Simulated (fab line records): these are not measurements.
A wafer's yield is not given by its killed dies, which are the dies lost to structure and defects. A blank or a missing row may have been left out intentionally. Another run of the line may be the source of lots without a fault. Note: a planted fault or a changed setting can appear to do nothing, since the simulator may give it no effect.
Lot-split experiment -- flow n5 finfet -- 7 lots, 21 wafers read, on a route of 1938 steps

ABOUT THE SPLIT
At N5_BEOL_M5_ETCH_72 (etches underlayer in N2/H2, target depth 6.5 nm, time 5.2 s), the setting source w was moved away from the recipe's 840 W on 10 of the 21 wafers read, by -13.6% to +14.1%. The other wafers ran this setting at the recipe's value.

The split's own step is where the reading is taken.

THE READING
rf vpp V, in V, at N5_BEOL_M5_ETCH_72 (etches underlayer in N2/H2, target depth 6.5 nm, time 5.2 s). A value of 524.4 V with a standard deviation of 2.4 V is what fault-free wafers of this fab line usually give.

wafer,"tool, chamber at the split","source w as run, W",against the recipe,"rf vpp V, V",against lot-mates on the recipe
L075.2,"rie diel-02, 2",840,recipe,524.4,-
L075.5,"rie diel-02, 0",878.1,+4.5%,523.0,-2.0
L075.6,"rie diel-02, 1",840,recipe,525.7,-
L076.2,"rie diel-02, 1",958.1,+14.1%,502.6,-20.8
L076.4,"rie diel-02, 3",958.1,+14.1%,506.6,-16.8
L076.6,"rie diel-02, 2",840,recipe,523.4,-
L084.3,"rie diel-02, 1",905.8,+7.8%,512.3,-9.6
L084.4,"rie diel-02, 2",840,recipe,521.9,-
L084.5,"rie diel-02, 3",905.8,+7.8%,512.4,-9.5
L088.3,"rie diel-03, 1",940.7,+12.0%,503.7,no lot-mate on the recipe
L088.4,"rie diel-03, 1",940.7,+12.0%,504.5,no lot-mate on the recipe
L088.5,"rie diel-03, 3",940.7,+12.0%,503.0,no lot-mate on the recipe
L091.3,"rie diel-02, 2",725.6,-13.6%,550.4,+24.7
L091.5,"rie diel-02, 0",725.6,-13.6%,553.1,+27.4
L091.6,"rie diel-02, 3",840,recipe,525.7,-
L093.2,"rie diel-03, 0",840,recipe,523.7,-
L093.3,"rie diel-03, 3",840,recipe,523.1,-
L093.4,"rie diel-03, 2",840,recipe,525.6,-
L095.2,"rie diel-03, 0",840,recipe,525.5,-
L095.3,"rie diel-03, 3",840,recipe,523.5,-
L095.5,"rie diel-03, 3",840,recipe,519.8,-

THE FIT
A straight line over all 21 wafers: rf vpp V changes by -1.71 V for each +1% of source w; r = -0.98; the points scatter about the line by 2.8 V.
The same after taking each lot's own level away (the mean of its wafers on the recipe; 18 wafers): -1.57 V for each +1%; r = -0.98; scatter 2.5 V.
According to that fit, moving source w by its largest amount changes the reading by 22 V.
From 521.90 to 525.70 V: that is the span of the lots' own levels, equal to 1.6 times the standard deviation above.
Hence the lot-to-lot level has little effect on the slope; both slopes agree.
Check: -20.5 V against its lot-mates is what the line predicts for one of the wafers moved furthest among these (+14.1%) when that wafer is left out of the fit. It came out at -20.8 V against them.
Tool readings at the split's step, against how far the setting was moved: etch rf on time s r = -0.97; rf vpp V r = -0.98.

FURTHER SPLITS ON THESE WAFERS
Note: prior to the reading, these wafers also went through further splits. Each is held against what the fit with the lots' levels taken away leaves over:
other split on the same wafers,wafers away from the commonest value,r with rf vpp V (lot level and that fit taken away)
N5_BEOL_M5_COAT_05 spin rpm,2,+0.20

THE WHOLE CHAIN: every reading that the file lists as answering this split, in the file's order
step,what it does,reading,change (the file's fit),r (the file's)
N5_BEOL_M5_ETCH_72,"etches underlayer in N2/H2, target depth 6.5 nm, time 5.2 s",etch rf on time s,withheld for each +1% of the setting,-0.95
N5_BEOL_M5_ETCH_72,"etches underlayer in N2/H2, target depth 6.5 nm, time 5.2 s",rf vpp V,-1.51 V for each +1% of the setting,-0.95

FILE'S OWN FIT
rf vpp V changes by -1.51 V for each +1% of source w, r = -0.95.
